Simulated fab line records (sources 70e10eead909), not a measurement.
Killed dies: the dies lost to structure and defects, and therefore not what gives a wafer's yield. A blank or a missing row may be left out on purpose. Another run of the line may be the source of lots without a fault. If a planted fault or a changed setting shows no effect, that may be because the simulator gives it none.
Chamber matching :: flow nand-harc :: NHARC_THIN_TSV_DEP_47 on pecvd-04: 3 sister chambers
The step deposits SiO2, target thk 200 nm. 14 wafers are shown with their chamber, then 7 later ones without.

WAFERS WITH THEIR CHAMBER
wafer: L929.3
chamber: 0
throttle-valve-pct (%): 16.8

wafer: L929.4
chamber: 1
throttle-valve-pct (%): 16.5

wafer: L929.5
chamber: 2
throttle-valve-pct (%): 15.9

wafer: L935.3
chamber: 1
throttle-valve-pct (%): 16.4

wafer: L935.4
chamber: 2
throttle-valve-pct (%): 16.0

wafer: L935.6
chamber: 2
throttle-valve-pct (%): 16.0

wafer: L937.1
chamber: 2
throttle-valve-pct (%): 16.0

wafer: L937.2
chamber: 1
throttle-valve-pct (%): 16.5

wafer: L937.3
chamber: 2
throttle-valve-pct (%): 16.2

wafer: L944.1
chamber: 1
throttle-valve-pct (%): 16.6

wafer: L944.2
chamber: 0
throttle-valve-pct (%): 17.5

wafer: L944.4
chamber: 0
throttle-valve-pct (%): 17.8

wafer: L945.3
chamber: 0
throttle-valve-pct (%): 17.5

wafer: L945.4
chamber: 2
throttle-valve-pct (%): 16.0

SIGNATURES (means of the wafers above)
reading: throttle-valve-pct
chamber 0: 17.400
chamber 1: 16.500
chamber 2: 16.017
scatter within a chamber: 0.235
Rule: distance of a wafer from a chamber = root of the sum over the readings of ((wafer's reading minus chamber's mean) / reading's scatter) squared. If the next closest chamber is less than 2 further off than the closest, the wafer can't be placed; otherwise it belongs to the closest. The scatter is the square root of a quotient: the sum, over the shown wafers, of each reading's squared deviation from its chamber's mean, divided by wafers minus chambers.

WAFERS WHOSE CHAMBER IS MISSING
wafer: L945.5
throttle-valve-pct (%): 16.5

wafer: L948.1
throttle-valve-pct (%): 16.4

wafer: L948.4
throttle-valve-pct (%): 16.6

wafer: L948.5
throttle-valve-pct (%): 16.2

wafer: L951.1
throttle-valve-pct (%): 16.4

wafer: L951.2
throttle-valve-pct (%): 16.5

wafer: L951.5
throttle-valve-pct (%): 16.4

CHAMBER TAKEN BY EACH
wafer: L945.5
from the rows above: 1
in truth: 1

wafer: L948.1
from the rows above: can't be placed: 1 or 2
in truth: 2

wafer: L948.4
from the rows above: 1
in truth: 1

wafer: L948.5
from the rows above: can't be placed: 2 or 1
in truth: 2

wafer: L951.1
from the rows above: can't be placed: 1 or 2
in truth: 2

wafer: L951.2
from the rows above: 1
in truth: 1

wafer: L951.5
from the rows above: can't be placed: 1 or 2
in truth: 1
Correctly placed: 3 of 7. Can't be placed from these rows: 4 (the true chamber is among the candidates in 4). Number placed wrongly: 0.
